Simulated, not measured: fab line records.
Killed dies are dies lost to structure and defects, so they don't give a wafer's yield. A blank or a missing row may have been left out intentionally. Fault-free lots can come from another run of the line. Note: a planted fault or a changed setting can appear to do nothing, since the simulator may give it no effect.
Chamber matching / flow n5 finfet / rie diel-03 running N5_BEOL_M2_ETCH_64: 4 sister chambers
The step etches SOC in N2/H2, target depth 75 nm, overetch 22.5 nm, time 121.9 s. 14 wafers are shown with their chamber, then 7 later ones without.

WAFERS PAIRED WITH THEIR CHAMBERS
wafer=L076.2; chamber=2; drypump motor current A (A)=5.4; oes product au (a.u.)=0.54; showerhead plenum p Torr (Torr)=2.61
wafer=L076.3; chamber=1; drypump motor current A (A)=6.3; oes product au (a.u.)=0.63; showerhead plenum p Torr (Torr)=2.58
wafer=L076.5; chamber=3; drypump motor current A (A)=5.5; oes product au (a.u.)=0.71; showerhead plenum p Torr (Torr)=2.61
wafer=L079.2; chamber=1; drypump motor current A (A)=6.3; oes product au (a.u.)=0.63; showerhead plenum p Torr (Torr)=2.58
wafer=L079.3; chamber=3; drypump motor current A (A)=5.4; oes product au (a.u.)=0.70; showerhead plenum p Torr (Torr)=2.61
wafer=L079.6; chamber=1; drypump motor current A (A)=6.3; oes product au (a.u.)=0.63; showerhead plenum p Torr (Torr)=2.58
wafer=L080.2; chamber=3; drypump motor current A (A)=5.5; oes product au (a.u.)=0.69; showerhead plenum p Torr (Torr)=2.61
wafer=L080.3; chamber=0; drypump motor current A (A)=5.8; oes product au (a.u.)=0.51; showerhead plenum p Torr (Torr)=2.51
wafer=L080.6; chamber=3; drypump motor current A (A)=5.5; oes product au (a.u.)=0.69; showerhead plenum p Torr (Torr)=2.61
wafer=L082.1; chamber=1; drypump motor current A (A)=6.3; oes product au (a.u.)=0.64; showerhead plenum p Torr (Torr)=2.57
wafer=L082.3; chamber=2; drypump motor current A (A)=5.4; oes product au (a.u.)=0.53; showerhead plenum p Torr (Torr)=2.60
wafer=L082.4; chamber=1; drypump motor current A (A)=6.3; oes product au (a.u.)=0.63; showerhead plenum p Torr (Torr)=2.57
wafer=L083.1; chamber=3; drypump motor current A (A)=5.5; oes product au (a.u.)=0.68; showerhead plenum p Torr (Torr)=2.60
wafer=L083.2; chamber=2; drypump motor current A (A)=5.4; oes product au (a.u.)=0.53; showerhead plenum p Torr (Torr)=2.60

SIGNATURES, as means of the wafers listed above
reading=drypump motor current A; chamber 0=5.800; chamber 1=6.300; chamber 2=5.400; chamber 3=5.480; scatter within a chamber=0.0283
reading=oes product au; chamber 0=0.5100; chamber 1=0.6320; chamber 2=0.5333; chamber 3=0.6940; scatter within a chamber=0.00816
reading=showerhead plenum p Torr; chamber 0=2.5100; chamber 1=2.5760; chamber 2=2.6033; chamber 3=2.6080; scatter within a chamber=0.00516
Rule: a wafer lies at a distance from a chamber equal to the root of the sum of squares, over the readings, of (its reading less the chamber's mean, divided by the reading's scatter). If the next closest chamber is less than 2 further off than the closest, the wafer can't be placed; otherwise it belongs to the closest. The scatter: the root of (the sum of the squares of (reading less its chamber's mean) over the shown wafers, divided by (wafers less chambers)).

WAFERS WHOSE CHAMBER IS MISSING
wafer=L083.4; drypump motor current A (A)=6.3; oes product au (a.u.)=0.63; showerhead plenum p Torr (Torr)=2.57
wafer=L088.1; drypump motor current A (A)=6.3; oes product au (a.u.)=0.61; showerhead plenum p Torr (Torr)=2.56
wafer=L088.5; drypump motor current A (A)=5.8; oes product au (a.u.)=0.71; showerhead plenum p Torr (Torr)=2.50
wafer=L088.6; drypump motor current A (A)=6.3; oes product au (a.u.)=0.61; showerhead plenum p Torr (Torr)=2.56
wafer=L092.1; drypump motor current A (A)=5.8; oes product au (a.u.)=0.71; showerhead plenum p Torr (Torr)=2.50
wafer=L092.4; drypump motor current A (A)=5.5; oes product au (a.u.)=0.64; showerhead plenum p Torr (Torr)=2.59
wafer=L092.6; drypump motor current A (A)=5.8; oes product au (a.u.)=0.70; showerhead plenum p Torr (Torr)=2.50

CHAMBER TAKEN BY EACH
wafer=L083.4; from the rows above=1; in truth=1
wafer=L088.1; from the rows above=1; in truth=1
wafer=L088.5; from the rows above=can't be placed: 3 or 0 or 1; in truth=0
wafer=L088.6; from the rows above=1; in truth=1
wafer=L092.1; from the rows above=can't be placed: 3 or 0 or 1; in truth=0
wafer=L092.4; from the rows above=3; in truth=3
wafer=L092.6; from the rows above=can't be placed: 0 or 3 or 1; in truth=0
Correct placement for 4 of the 7. Not placeable from these rows: 3 (in 3, the candidates include the true chamber). Wrongly placed: 0.
